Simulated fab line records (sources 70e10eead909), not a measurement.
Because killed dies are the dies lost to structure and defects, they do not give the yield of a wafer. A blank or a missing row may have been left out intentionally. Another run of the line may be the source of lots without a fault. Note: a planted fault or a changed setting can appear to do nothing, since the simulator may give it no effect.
fab line records	flow nandHarc
[record] lots = 6	wafers = 18	lastDay = 31
route steps=1302 shown A_STAIRCASE@663 END@1302
lots with no fault: from the same line, run without faults
startH: hours from the record's opening day to when the first of the lot's shown wafers began	waitH: hours since the lot's step before	" identical to the entry in the row above	L1.1+2: a row that stands for several wafers	- no value present, or no start provided	* or withheld: withheld	< > ~ a bound
route shown NAME@n: NAME is a module with steps in the file, n the number in the route of the first one	usual: average and standard deviation across the fault-free wafers	same: alike in all rows	chamber/n: place in a boat	sites: per-site readings	_std_site: the values' standard deviation	_edge_site: outer sites' mean less inner sites'	radiusMm: for every site, how far away it sits from the centre of the wafer	mask NAME#n: copy n	behind: tool/chamber where the wafer was last shaped	hold: the reason the lot was held/the length of the hold in hours/how it ended	device: which transistor (n, p or np) failed to switch	end of line: tests of these same wafers at the route's end	where a step has no rows: the recipe by itself	killed: the dies lost at the first sort to structure and to defects; this is not the yield of the wafer	map: dies across one wafer; x = killed, . = not, _ = none there
set.NAME: setting as actually run; set.NAME@STEP: the setting as run at that earlier step	model.NAME: the simulator's own value behind a step, which no gauge read
certain route steps with their lots: each step a table, each wafer a row
services: a tool's chamber out of use, with start hour (startH, from the record's first day; less than 0 if before it), hours out, and reason
[[steps]]
[step NHARC_A_STAIRCASE_PEB_07]
[recipe] pebTempC = 115	pebTimeS = 130
[step NHARC_A_STAIRCASE_DEVELOP_08]
[recipe] timeS = 140
[step NHARC_A_STAIRCASE_HARDBAKE_10]
[recipe] tempC = 120	timeS = 140
[step NHARC_A_STAIRCASE_DESCUM_11]
[recipe] timeS = 3	o2FlowSccm = 200	arFlowSccm = 0	biasPowerW = 0	chemistry = O2
[step NHARC_A_STAIRCASE_TRIM_12]
[recipe] timeS = 211.2	o2FlowSccm = 500	arFlowSccm = 0	biasW = 0	chemistry = O2
[usual] drypumpMotorCurrentA = 5.9/0.48	oesProductAu = 0.999/0.0078	rfVppV = 57.8/0.93	showerheadPlenumPTorr = 3.53/0.16	throttleValvePct = 17.036/0.01
lot.wafer	tool	chamber	startH	waitH	drypumpMotorCurrentA	oesProductAu	rfHoursCounterH	rfVppV	showerheadPlenumPTorr	throttleValvePct
L542.4	rieDiel-03	2	354.61	0.1	5.0	0.995	16	58.5	3.47	17.021
L542.2	"	3	"	"	6.1	1.007	19	58.3	3.52	17.035
L542.3	"	0	"	"	6.0	0.993	18	57.2	3.54	17.026
L546.1	rieDiel-12	3	388.24	0.1	5.9	1.013	43	58.6	3.78	17.040
L546.3	"	0	"	"	6.2	0.994	35	58.1	3.42	17.022
L546.6	"	2	"	"	6.3	1.009	-	55.6	3.49	17.028
L551.2	rieDiel-12	3	455.58	0.1	5.9	1.009	0	58.8	3.77	17.039
L551.3	"	0	"	"	6.2	1.007	0	57.7	3.41	17.022
L551.6	"	0	"	"	6.2	1.012	-	57.6	3.41	17.047
L553.2	rieDiel-13	1	458.86	0.1	6.4	0.995	23	57.6	3.28	17.041
L553.4	"	3	"	"	6.6	0.987	37	58.2	3.37	17.054
L553.1	"	0	"	"	6.0	0.997	20	56.5	3.54	17.036
L557.3	rieDiel-03	3	520.23	0.1	6.2	1.003	22	58.4	3.49	17.048
L557.2	"	0	"	"	6.0	0.999	15	58.2	3.51	17.035
L557.1	"	2	"	"	5.0	0.992	9	58.3	3.44	17.042
L560.2	rieDiel-03	3	525.54	0.3	6.2	0.993	25	56.6	3.48	17.038
L560.1	"	0	"	"	6.0	1.002	17	57.0	3.51	17.032
L560.4	"	0	"	"	6.0	0.998	-	58.4	3.51	17.029
[step NHARC_A_STAIRCASE_ETCH_13]
[recipe] targetDepthA = 1000	timeS = 40.5	ionEnergyEv = 400	c4f8FlowSccm = 20	o2FlowSccm = 10	arFlowSccm = withheld	rfW = 600	biasW = 1000	chemistry = C4F8/O2
[step NHARC_A_STAIRCASE_TRIM_14]
[recipe] timeS = 211.2	o2FlowSccm = 500	arFlowSccm = 0	biasW = 0	chemistry = O2
[step NHARC_A_STAIRCASE_ETCH_15]
[recipe] targetDepthA = 1000	timeS = 40.5	ionEnergyEv = 400	c4f8FlowSccm = 20	o2FlowSccm = 10	arFlowSccm = withheld	rfW = 600	biasW = 1000	chemistry = C4F8/O2
[usual] oesProductAu = 0.943/0.011	rfVppV = 896/5.7
lot.wafer	tool	chamber	startH	waitH	oesProductAu	rfHoursCounterH	rfVppV
L542.2	rieDiel-03	1	-	-	0.947	14	904
L542.3	"	3	"	"	0.945	19	896
L542.4	"	0	"	"	0.947	19	896
L546.1	rieDiel-12	2	-	-	0.965	48	895
L546.3	"	3	"	"	0.946	44	906
L546.6	"	1	"	"	0.966	-	886
L551.2	rieDiel-12	2	-	-	0.963	0	894
L551.3	"	0	"	"	0.953	0	893
L551.6	"	2	"	"	0.960	-	894
L553.2	rieDiel-13	0	-	-	0.933	24	895
L553.1	"	1	"	"	0.923	25	886
L553.4	"	3	"	"	0.916	41	889
L557.3	rieDiel-03	3	-	-	0.930	23	895
L557.1	"	0	"	"	0.932	15	894
L557.2	"	2	"	"	0.943	9	893
L560.2	rieDiel-03	3	-	-	0.951	26	894
L560.1	"	0	"	"	0.953	19	895
L560.4	"	3	"	"	0.952	-	893
[step NHARC_A_STAIRCASE_TRIM_16]
[recipe] timeS = 211.2	o2FlowSccm = 500	arFlowSccm = 0	biasW = 0	chemistry = O2
[step NHARC_A_STAIRCASE_ETCH_17]
[recipe] targetDepthA = 1000	timeS = 40.5	ionEnergyEv = 400	c4f8FlowSccm = 20	o2FlowSccm = 10	arFlowSccm = withheld	rfW = 600	biasW = 1000	chemistry = C4F8/O2
[step NHARC_A_STAIRCASE_TRIM_18]
[recipe] timeS = 211.2	o2FlowSccm = 500	arFlowSccm = 0	biasW = 0	chemistry = O2
[step NHARC_A_STAIRCASE_ETCH_19]
[recipe] targetDepthA = 1000	timeS = 40.5	ionEnergyEv = 400	c4f8FlowSccm = 20	o2FlowSccm = 10	arFlowSccm = withheld	rfW = 600	biasW = 1000	chemistry = C4F8/O2
[usual] oesProductAu = 0.941/0.0094	rfVppV = 896/5.6
lot.wafer	tool	chamber	startH	waitH	oesProductAu	rfHoursCounterH	rfVppV
L542.2	rieDiel-03	0	355.44	-	0.951	19	897
L542.4	"	2	"	"	0.956	17	893
L542.3	"	3	"	"	0.960	19	896
L546.3	rieDiel-12	1	389.06	-	0.948	44	887
L546.1	"	2	"	"	0.951	48	894
L546.6	"	1	"	"	0.949	-	887
L551.3	rieDiel-12	3	456.43	-	0.950	0	907
L551.2	"	1	"	"	0.935	0	907
L551.6	"	3	"	"	0.947	-	905
L553.4	rieDiel-13	2	462.99	-	0.929	44	897
L553.1	"	3	"	"	0.918	42	890
L553.2	"	1	"	"	0.930	26	886
L557.3	rieDiel-03	2	521.89	-	0.941	10	893
L557.1	"	3	"	"	0.934	23	895
L557.2	"	0	"	"	0.945	16	895
L560.2	rieDiel-03	3	528.02	-	0.934	27	895
L560.1	"	2	"	"	0.934	13	892
L560.4	"	3	"	"	0.932	-	894
[step NHARC_A_STAIRCASE_TRIM_20]
[recipe] timeS = 211.2	o2FlowSccm = 500	arFlowSccm = 0	biasW = 0	chemistry = O2
[step NHARC_A_STAIRCASE_ETCH_21]
[recipe] targetDepthA = 1000	timeS = 40.5	ionEnergyEv = 400	c4f8FlowSccm = 20	o2FlowSccm = 10	arFlowSccm = withheld	rfW = 600	biasW = 1000	chemistry = C4F8/O2
[usual] oesProductAu = 0.949/0.016	rfVppV = 896/5.6
lot.wafer	tool	chamber	startH	waitH	oesProductAu	rfHoursCounterH	rfVppV
L542.2	rieDiel-03	0	-	-	0.945	19	896
L542.4	"	1	"	"	0.939	15	906
L542.3	"	2	"	"	0.931	17	894
L546.3	rieDiel-12	0	-	-	0.931	36	894
L546.1	"	1	"	"	0.949	44	886
L546.6	"	0	"	"	0.930	-	892
L551.2	rieDiel-12	3	-	-	0.950	0	904
L551.3	"	0	"	"	0.926	1	892
L551.6	"	1	"	"	0.937	-	905
L553.1	rieDiel-13	3	-	-	0.941	42	890
L553.2	"	0	"	"	0.933	25	896
L553.4	"	1	"	"	0.924	26	887
L557.2	rieDiel-03	2	-	-	0.928	10	892
L557.1	"	3	"	"	0.926	23	896
L557.3	"	0	"	"	0.929	16	896
L560.4	rieDiel-12	0	-	-	0.974	23	890
L560.2	"	1	"	"	0.983	28	905
L560.1	"	3	"	"	0.965	24	904
[step NHARC_A_STAIRCASE_TRIM_22]
[recipe] timeS = 211.2	o2FlowSccm = 500	arFlowSccm = 0	biasW = 0	chemistry = O2
[step NHARC_A_STAIRCASE_ETCH_23]
[recipe] targetDepthA = 1000	timeS = 40.5	ionEnergyEv = 400	c4f8FlowSccm = 20	o2FlowSccm = 10	arFlowSccm = withheld	rfW = 600	biasW = 1000	chemistry = C4F8/O2
[step NHARC_A_STAIRCASE_TRIM_24]
[recipe] timeS = 211.2	o2FlowSccm = 500	arFlowSccm = 0	biasW = 0	chemistry = O2
[step NHARC_A_STAIRCASE_ETCH_25]
[recipe] targetDepthA = 1000	timeS = 40.5	ionEnergyEv = 400	c4f8FlowSccm = 20	o2FlowSccm = 10	arFlowSccm = withheld	rfW = 600	biasW = 1000	chemistry = C4F8/O2
[step NHARC_A_STAIRCASE_TRIM_26]
[recipe] timeS = 211.2	o2FlowSccm = 500	arFlowSccm = 0	biasW = 0	chemistry = O2
[step NHARC_A_STAIRCASE_ETCH_27]
[recipe] targetDepthA = 1000	timeS = 40.5	ionEnergyEv = 400	c4f8FlowSccm = 20	o2FlowSccm = 10	arFlowSccm = withheld	rfW = 600	biasW = 1000	chemistry = C4F8/O2
[step NHARC_A_STAIRCASE_STRIP_175]
[recipe] powerW = 1500	tempC = 250	chemistry = O2
[step NHARC_A_STAIRCASE_STRIP_148]
[recipe] timeS = 900	tempC = 130	chemistry = SPM
[step NHARC_A_STAIRCASE_PRECLEAN_149]
[recipe] timeS = *	tempC = 50	bathAgeMin = 0	chemistry = SC1
[step NHARC_A_STAIRCASE_SRD_150]
[step NHARC_A_STAIRCASE_DEHYDRATE_176]
[recipe] tempC = 150	timeS = 120
[step NHARC_A_STAIRCASE_HMDS_177]
[recipe] timeS = 30
[step NHARC_A_STAIRCASE_COAT_178]
[recipe] spinRpm = 1200
[step NHARC_A_STAIRCASE_SOFTBAKE_179]
[recipe] tempC = 135	timeS = 170
[step NHARC_A_STAIRCASE_EBR_180]
[step NHARC_A_STAIRCASE_EXPOSE_181]
[recipe] na = 0.5	doseMj = 27.87	maskId = STAIR_2
[step NHARC_A_STAIRCASE_PEB_182]
[recipe] pebTempC = 115	pebTimeS = 130
[step NHARC_A_STAIRCASE_DEVELOP_183]
[recipe] timeS = 140
[step NHARC_A_STAIRCASE_HARDBAKE_185]
[recipe] tempC = 120	timeS = 140
[step NHARC_A_STAIRCASE_DESCUM_186]
[recipe] timeS = 3	o2FlowSccm = 200	arFlowSccm = 0	biasPowerW = 0	chemistry = O2
[usual] drypumpMotorCurrentA = 6.0/0.43	oesProductAu = 1.000/0.0074	rfVppV = 57.8/0.92	showerheadPlenumPTorr = 1.91/0.093	throttleValvePct = 11.311/0.0086
lot.wafer	tool	chamber	startH	waitH	drypumpMotorCurrentA	oesProductAu	rfHoursCounterH	rfVppV	showerheadPlenumPTorr	throttleValvePct
L542.3	rieDiel-13	2	358.19	-	6.0	0.998	2	58.4	1.93	11.294
L542.2	"	3	"	"	6.6	0.988	2	57.3	1.83	11.320
L542.4	"	3	"	"	6.6	0.995	-	56.9	1.84	11.315
L546.3	rieDiel-03	1	391.77	-	5.2	1.003	26	59.3	2.07	11.300
L546.1	"	2	"	"	5.0	0.991	29	57.8	1.87	11.295
L546.6	"	2	"	"	5.0	0.990	-	57.2	1.87	11.300
L551.3	rieDiel-12	2	461.62	-	6.3	1.002	1	56.8	1.88	11.301
L551.2	"	3	"	"	5.9	1.002	1	58.4	2.05	11.305
L551.6	"	0	"	"	6.2	1.002	-	56.4	1.85	11.309
L553.4	rieDiel-13	0	465.85	-	6.0	0.993	25	59.4	1.92	11.306
L553.2	"	1	"	"	6.4	0.999	26	59.8	1.77	11.296
L553.1	"	2	"	"	6.0	0.997	45	58.3	1.92	11.308
L557.1	rieDiel-12	0	525.20	-	6.2	0.991	22	57.7	1.84	11.322
L557.3	"	1	"	"	6.2	0.990	26	58.2	2.07	11.327
L557.2	"	2	"	"	6.3	1.002	25	57.6	1.88	11.323
L560.2	rieDiel-03	0	531.25	-	6.0	1.008	20	57.3	1.90	11.321
L560.1	"	2	"	"	5.0	0.995	14	59.5	1.86	11.309
L560.4	"	3	"	"	6.2	1.001	28	58.1	1.89	11.317
[step NHARC_A_STAIRCASE_TRIM_187]
[recipe] timeS = 211.2	o2FlowSccm = 500	arFlowSccm = 0	biasW = 0	chemistry = O2
[step NHARC_A_STAIRCASE_ETCH_188]
[recipe] targetDepthA = 1000	timeS = 40.5	ionEnergyEv = 400	c4f8FlowSccm = 20	o2FlowSccm = 10	arFlowSccm = withheld	rfW = 600	biasW = 1000	chemistry = C4F8/O2
[step NHARC_A_STAIRCASE_TRIM_189]
[recipe] timeS = 211.2	o2FlowSccm = 500	arFlowSccm = 0	biasW = 0	chemistry = O2
[step NHARC_A_STAIRCASE_ETCH_190]
[recipe] targetDepthA = 1000	timeS = 40.5	ionEnergyEv = 400	c4f8FlowSccm = 20	o2FlowSccm = 10	arFlowSccm = withheld	rfW = 600	biasW = 1000	chemistry = C4F8/O2
[usual] oesProductAu = 0.942/0.01	rfVppV = 896/5.6
lot.wafer	tool	chamber	startH	waitH	oesProductAu	rfHoursCounterH	rfVppV
L542.3	rieDiel-13	3	-	-	0.943	2	892
L542.2	"	0	"	"	0.935	2	896
L542.4	"	3	"	"	0.941	-	890
L546.3	rieDiel-03	1	-	-	0.933	26	906
L546.1	"	2	"	"	0.943	29	893
L546.6	"	1	"	"	0.936	-	904
L551.3	rieDiel-12	0	-	-	0.933	3	891
L551.2	"	1	"	"	0.927	5	906
L551.6	"	3	"	"	0.939	-	905
L553.4	rieDiel-13	2	-	-	0.938	45	896
L553.2	"	0	"	"	0.931	26	897
L553.1	"	1	"	"	0.946	26	886
L557.1	rieDiel-12	3	-	-	0.932	23	903
L557.2	"	0	"	"	0.944	23	892
L557.3	"	1	"	"	0.934	27	906
L560.4	rieDiel-03	3	-	-	0.958	28	894
L560.1	"	1	"	"	0.937	25	905
L560.2	"	2	"	"	0.945	15	894
[step NHARC_END_SORT_01]
[recipe] tempC = 25
[usual] killedAtArray = 51/17	killedAtOther = 1.6/2.1	killedAtPeriphery = 4/3.2	killedDies = 57/18	killedOpen = 2.9/1.7	killedShort = 2.3/1.3
[same] grossDies = 677
lot.wafer	tool	chamber	startH	waitH	killedAtArray	killedAtOther	killedAtPeriphery	killedDies	killedOpen	killedShort
L546.1	prober-02	0	586.88	2.5	84	1	3	88	0	3
L546.3	prober-02	0	588.45	3.1	92	4	4	100	4	3
L546.6	prober-02	0	590.80	3.9	71	0	2	73	0	2
L557.3	prober-01	0	726.48	3.1	126	1	1	128	4	2
L560.1	prober-02	0	731.28	2.5	109	1	2	112	5	0
// killed by level:class
L546.1 A_CHANNEL_HOLE_D2:chamberFilmFlake=33 A_CHANNEL_HOLE_D1:chamberFilmFlake=24 A_SLIT:chamberFilmFlake=17 A_CONTACT:chamberFilmFlake=4 P_GATE:chamberFilmFlake=3 A_STAIRCASE:chamberFilmFlake=2 A_ONON_D2:geometricParticle:short=1 A_WL_FILL:geometricParticle:short=1
L546.3 A_CHANNEL_HOLE_D2:chamberFilmFlake=34 A_CHANNEL_HOLE_D1:chamberFilmFlake=25 A_SLIT:chamberFilmFlake=20 THIN_TSV:chamberFilmFlake=4 A_CONTACT:chamberFilmFlake=3 A_BONDPAD:chamberFilmFlake=3 A_STAIRCASE:chamberFilmFlake=2 P_CONTACT:geometricParticle:open=1
L546.6 A_CHANNEL_HOLE_D1:chamberFilmFlake=22 A_SLIT:chamberFilmFlake=19 A_CHANNEL_HOLE_D2:chamberFilmFlake=18 A_CONTACT:chamberFilmFlake=5 A_CHANNEL_FILL_D2:chamberFilmFlake=3 A_STAIRCASE:chamberFilmFlake=2 A_CHANNEL_FILL_D2:geometricParticle:short=1 A_WL_FILL:geometricParticle:short=1
L557.3 A_STAIRCASE:unspecified=69 A_CHANNEL_HOLE_D2:chamberFilmFlake=17 A_CHANNEL_HOLE_D1:chamberFilmFlake=12 A_SLIT:chamberFilmFlake=12 A_CHANNEL_FILL_D1:chamberFilmFlake=3 A_STAIRCASE:chamberFilmFlake=3 A_CONTACT:chamberFilmFlake=3 P_CONTACT:geometricParticle:open=1
L560.1 A_STAIRCASE:unspecified=69 A_SLIT:chamberFilmFlake=21 A_CHANNEL_HOLE_D1:chamberFilmFlake=10 A_CHANNEL_FILL_D1:chamberFilmFlake=3 P_CONTACT:geometricParticle:open=2 A_WL_FILL:chamberFilmFlake=2 A_DECK1_JOINT:geometricParticle:open=1 A_SGD_CUT:geometricParticle:open=1
// map L557.3 (x killed, . not)
____________.____________
_________......._________
_______..........._______
______x............______
_____..............._____
____..........x......____
____................x____
___...................___
___...................___
__...................x.__
__.....x..............x__
_...................x..._
_......................._
_......................._
_.....................x._
_....................x.x_
....................x.xxx
....................xxxxx
................x...xxxxx
..................x.x.xxx
......................xxx
_.................x..xxx_
_..........x.....x....xx_
_..............xx..x.xx._
_...............xxxxx..._
_.x...........xxxxxx...._
__.........xx.xxxxxxx..__
__..........xxxxxxxxxx.__
___........x..xxxxxxx.___
___.........xx.xxxxxxx___
____..xx.x...x.xxxxxx____
____..x.......xxxxxxx____
_____xx..x....xxxxxx_____
______.xx.x......x.______
_______xx........x_______
_________......._________
____________.____________
// map L560.1 (x killed, . not)
____________.____________
_________......x_________
_______..x........_______
______.............______
_____...........x..._____
____.................____
____.................____
___......x............___
___...................___
__.....................__
__...................x.__
_......................._
_......................._
_.....x................._
_......................._
_.....................xx_
......................x..
......................x..
......................xxx
............x..........x.
........................x
_..............x......x._
_......................._
_..............xxx.xx..._
_.............x.xxxx.x.._
_.............xxxxxxx..._
__............xxxxxxx..__
__............xxxxxx.x.__
___.x...x.x..xxxxxxxx.___
___..x........xxxxxxxx___
____xxx.......xxxxxxx____
____.xxx.x.....xxxxxx____
_____xxxx.x.x.x.xxx._____
______xxxx.....xxxx______
_______x.x......x._______
_________.x....._________
____________.____________
[[services]]
tool	chamber	startH	hours	kind
rieDiel-03	1	334.10	4.4	repair
rieDiel-03	0	339.38	-	clean
rieDiel-03	1	339.38	-	clean
rieDiel-03	2	339.38	-	clean
rieDiel-03	3	339.38	-	clean
rieDiel-13	-	342.08	9.0	pm
rieDiel-13	1	358.12	7.6	repair
rieDiel-13	3	361.39	11.8	repair
rieDiel-03	0	363.88	-	clean
rieDiel-03	1	363.88	-	clean
rieDiel-03	2	363.88	-	clean
rieDiel-03	3	363.88	-	clean
rieDiel-13	1	377.44	22.5	repair
rieDiel-03	0	388.38	-	clean
rieDiel-03	1	388.38	-	clean
rieDiel-13	0	393.35	49.3	repair
rieDiel-13	1	441.15	3.3	repair
rieDiel-12	-	446.18	9.0	pm
rieDiel-13	1	448.55	5.9	repair
rieDiel-03	-	458.33	9.0	pm
rieDiel-12	-	488.80	1.9	repair
rieDiel-12	2	505.50	4.2	repair
rieDiel-13	-	519.08	9.0	pm
rieDiel-03	1	519.91	10.9	repair
[[key]]
[firstSign] step = NHARC_END_SORT_01	reading = killedAtArray	direction = up	sigmas = 3.8	usual = 51	struck = 118
[effect] step = NHARC_END_SORT_01	reading = killedDies	direction = up	sigmas = 3.6	usual = 57	struck = 120
[moreKillsBornAt] NHARC_A_STAIRCASE_ETCH_19@rieDiel-03 = 138
metAt NHARC_A_STAIRCASE_ETCH_19
struckWafers L557.3,L560.1
testerLeftOut L557,L560
onsetBetween 355.44 521.89
[fault] kind = chamberParticleSource	tool = rieDiel-03	chamber = 2	onsetH = 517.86	steps = NHARC_A_STAIRCASE_ETCH_19	ratePerVisitCm2 = 0.48463	endH = 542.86
// testerLeftOut: of these lots the tester's yield and bins aren't shown, on N5 and GAA mostly nor the transistor test; their killed dies are dies lost to structure and defects alone, not to doping, threshold or leakage, so they don't give the yield
